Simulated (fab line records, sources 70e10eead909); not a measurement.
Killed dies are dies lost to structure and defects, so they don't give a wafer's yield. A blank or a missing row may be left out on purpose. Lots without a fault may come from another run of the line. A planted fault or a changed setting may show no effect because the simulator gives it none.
A struck lot beside a sound one | flow nand_harc | 15 steps out of a route of 1159
Sound: wafers L936.2, L936.3, L936.5. Struck: wafers L937.2, L937.3, L937.5. The cause comes at the end.
At each step with rows: each side's tool, then ch and its chambers, then its first start. Under that, the readings that differ: sound wafers | struck wafers | difference of the means | sigmas: that difference in standard deviations of wafers without a fault.
alike: readings whose means differ by less than 2 such deviations, and words and numbers that are the same on both sides. not compared: withheld readings, readings that some wafer has no value for, bounds like >300 that may hide the same value, and numbers for which the record gives no deviation and whose values overlap.
The two part at a step that has a row with sigmas, a row that says differs or no value, or rows on one side only. Numbers that don't overlap but have no deviation are shown without sigmas and don't part them. A reading that every wafer of one side lacks parts them only if that side has two wafers or more.

first, 5 steps without rows for these wafers: NHARC_A_BONDPAD_SOFTBAKE_04 (time 70 s); NHARC_A_BONDPAD_EBR_05; NHARC_A_BONDPAD_EXPOSE_06 (exposes mask A BPAD); NHARC_A_BONDPAD_PEB_07 (peb time 80 s); NHARC_A_BONDPAD_DEVELOP_08 (time 50 s).
NHARC_A_BONDPAD_CD_MEAS_09: target cd 500 nm.
  sound on cd_sem-03 ch 0, day 18 13:19; struck on cd_sem-01 ch 0, day 18 15:23
  alike: cd_nm
NHARC_A_BONDPAD_OVL_MEAS_35:
  sound on overlay-02, day 18 13:25; struck on overlay-02, day 18 15:29
  reading           | sound    | struck   | difference | sigmas
  overlay_y_nm (nm) | -4 -4 -4 | 11 11 10 | +15        | +2
  alike: overlay_x_nm
then, 1 step without rows for these wafers: NHARC_A_BONDPAD_HARDBAKE_10 (time 65 s).
NHARC_A_BONDPAD_DESCUM_11: chemistry O2, time 3 s.
  sound on rie_diel-04 ch 0,1,2, day 18 13:32; struck on rie_diel-04 ch 0,2, day 18 15:37
  alike: drypump_motor_current_A, oes_product_au, rf_vpp_V, showerhead_plenum_p_Torr, throttle_valve_pct
  not compared: rf_hours_counter_h
NHARC_A_BONDPAD_ETCH_34: etches the open film in N2/H2, target depth 60 nm, overetch 18 nm, time 65.91 s.
  sound on rie_diel-04 ch 0,3, day 18 13:37; struck on rie_diel-04 ch 0,1, day 18 15:41
  alike: drypump_motor_current_A, h2_flow_sccm, oes_product_au, rf_vpp_V, showerhead_plenum_p_Torr, throttle_valve_pct
  not compared: rf_hours_counter_h
NHARC_A_BONDPAD_ETCH_12: etches the open film in CHF3/O2, target depth 220 nm, time 110 s.
  sound on rie_diel-04 ch 0,1,3; struck on rie_diel-04 ch 0,2,3
  reading               | sound             | struck            | difference | sigmas
  oes_product_au (a.u.) | 0.975 0.966 0.963 | 0.927 0.915 0.913 | -0.050     | -2
  alike: drypump_motor_current_A, rf_vpp_V, showerhead_plenum_p_Torr, throttle_valve_pct
  not compared: rf_hours_counter_h
NHARC_A_BONDPAD_CD_MEAS_13:
  sound on cd_sem-02, day 18 13:51; struck on cd_sem-01, day 18 15:55
  alike: cd_nm
NHARC_A_BONDPAD_STRIP_15: strips in O2.
  sound on rie_diel-04 ch 0,2,3, day 18 13:57; struck on rie_diel-04 ch 0,3, day 18 15:59
  reading                        | sound             | struck            | difference | sigmas
  chamber_pressure_mTorr (mTorr) | 59.95 60.00 60.10 | 47.77 47.80 47.80 | -12.23     | -99 or more
  alike: drypump_motor_current_A, oes_product_au, rf_vpp_V, showerhead_plenum_p_Torr, throttle_valve_pct
  not compared: rf_hours_counter_h
NHARC_A_BONDPAD_ETCH_24: etches the open film in CF4/N2, target depth 30 nm, time 72.99 s.
  sound on rie_diel-04 ch 2,3; struck on rie_diel-04 ch 1,2
  alike: drypump_motor_current_A, oes_product_au, rf_vpp_V, showerhead_plenum_p_Torr, throttle_valve_pct
  not compared: rf_hours_counter_h
NHARC_END_SORT_01:
  sound on prober-01 ch 0, day 20 17:47; struck on prober-01 ch 0, day 20 09:59
  alike: killed_at_array, killed_at_other, killed_at_periphery, killed_dies, killed_open, killed_short

WHERE THEY PART
First at NHARC_A_BONDPAD_OVL_MEAS_35; last, within this record, at NHARC_A_BONDPAD_STRIP_15. Later steps at which nothing parts them and some readings are alike: NHARC_A_BONDPAD_ETCH_24, NHARC_END_SORT_01.

WHY: what the simulator had put in
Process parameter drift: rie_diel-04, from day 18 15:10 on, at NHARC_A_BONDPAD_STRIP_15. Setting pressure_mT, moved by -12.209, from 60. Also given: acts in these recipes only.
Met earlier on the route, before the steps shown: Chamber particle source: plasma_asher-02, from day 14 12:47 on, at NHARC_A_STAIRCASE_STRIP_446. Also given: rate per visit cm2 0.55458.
